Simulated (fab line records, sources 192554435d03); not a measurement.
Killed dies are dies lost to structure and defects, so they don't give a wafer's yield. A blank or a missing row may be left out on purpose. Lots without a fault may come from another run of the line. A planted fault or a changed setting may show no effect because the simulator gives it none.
Chamber matching | flow n5_finfet | N5_BEOL_M7_CURE_74 on uv_cure-02: 3 sister chambers
The step cures SiCOH lowk, time 240 s. 3 wafers are shown with their chamber, then 7 later ones without.

WAFERS WITH THEIR CHAMBER
wafer  | chamber | wafer_temp_C_max
L079.6 | 1       | 387.7
L082.5 | 2       | 386.9
L083.4 | 0       | 386.9

WAFERS WITHOUT THEIR CHAMBER
wafer  | wafer_temp_C_max
L083.5 | 386.7
L085.2 | 387.7
L085.4 | 388.6
L085.5 | 387.2
L086.2 | 386.5
L086.3 | 386.2
L086.6 | 386.5

WHICH CHAMBER EACH WENT THROUGH
wafer  | from the rows above          | in truth
L083.5 | can't be placed: 0 or 2 or 1 | 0
L085.2 | can't be placed: 1 or 0 or 2 | 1
L085.4 | can't be placed: 1 or 0 or 2 | 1
L085.5 | can't be placed: 0 or 2 or 1 | 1
L086.2 | can't be placed: 0 or 2 or 1 | 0
L086.3 | can't be placed: 0 or 2 or 1 | 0
L086.6 | can't be placed: 0 or 2 or 1 | 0
Placed correctly: 0 of 7. Can't be placed from these rows: 7 (the true chamber is among the candidates in 7). Placed wrongly: 0.
How it was worked out, from the rows above alone: a wafer's distance from a chamber is the root of the sum, over the readings, of the square of ((its reading less the chamber's mean) divided by the reading's scatter). The wafer belongs to the nearest chamber; if the next one is less than 2 further off, it can't be placed. A chamber's mean is the mean of its shown wafers. The scatter: with one shown wafer a chamber, the root of the mean of the squares of how far each hidden wafer lies from its nearest shown one.
